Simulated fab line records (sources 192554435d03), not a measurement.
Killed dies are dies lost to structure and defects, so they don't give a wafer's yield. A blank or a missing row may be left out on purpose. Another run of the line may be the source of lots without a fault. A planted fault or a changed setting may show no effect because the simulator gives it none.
Matching of chambers ; flow n5-finfet ; N5_GATE_CUT_SAC_CAP_01 on ald-sin-01 has 4 sister chambers
The step material SiNx, target thk 24 nm, pulse time 1 s, ald cycles 480. 4 wafers are shown with their chamber, then 9 later ones without.

== WAFERS WITH THEIR CHAMBER ==
wafer;chamber;heater-power-w (W)
L077.4;3;830
L088.6;0;851
L090.5;2;820
L090.6;1;832

== WAFERS WITH NO CHAMBER GIVEN ==
wafer;heater-power-w (W)
L091.2;839
L091.5;880
L091.6;816
L094.2;825
L094.4;825
L094.5;803
L096.2;865
L096.4;875
L096.6;838

== WHICH CHAMBER EACH ONE RAN IN ==
wafer;from the rows above;in truth
L091.2;can't be placed: 1 or 3 or 0 or 2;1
L091.5;can't be placed: 0 or 1 or 3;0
L091.6;can't be placed: 2 or 3 or 1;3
L094.2;can't be placed: 2 or 3 or 1 or 0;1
L094.4;can't be placed: 2 or 3 or 1 or 0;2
L094.5;can't be placed: 2 or 3 or 1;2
L096.2;can't be placed: 0 or 1 or 3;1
L096.4;can't be placed: 0 or 1 or 3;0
L096.6;can't be placed: 1 or 3 or 0 or 2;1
Placed correctly: 0 of 9. Unplaceable from these rows: 9, with the true chamber sitting among the candidates in 9. Wrongly placed: 0.
How it was worked out, from the rows above alone: a wafer's distance from a chamber is the root of the sum, over the readings, of the square of ((its reading less the chamber's mean) divided by the reading's scatter). If the next closest chamber is less than 2 further off than the closest, the wafer can't be placed; otherwise it belongs to the closest. The mean given for a chamber averages the wafers shown for that chamber. The scatter: root of mean squared gap, hidden wafer to nearest shown wafer, with one shown wafer a chamber.
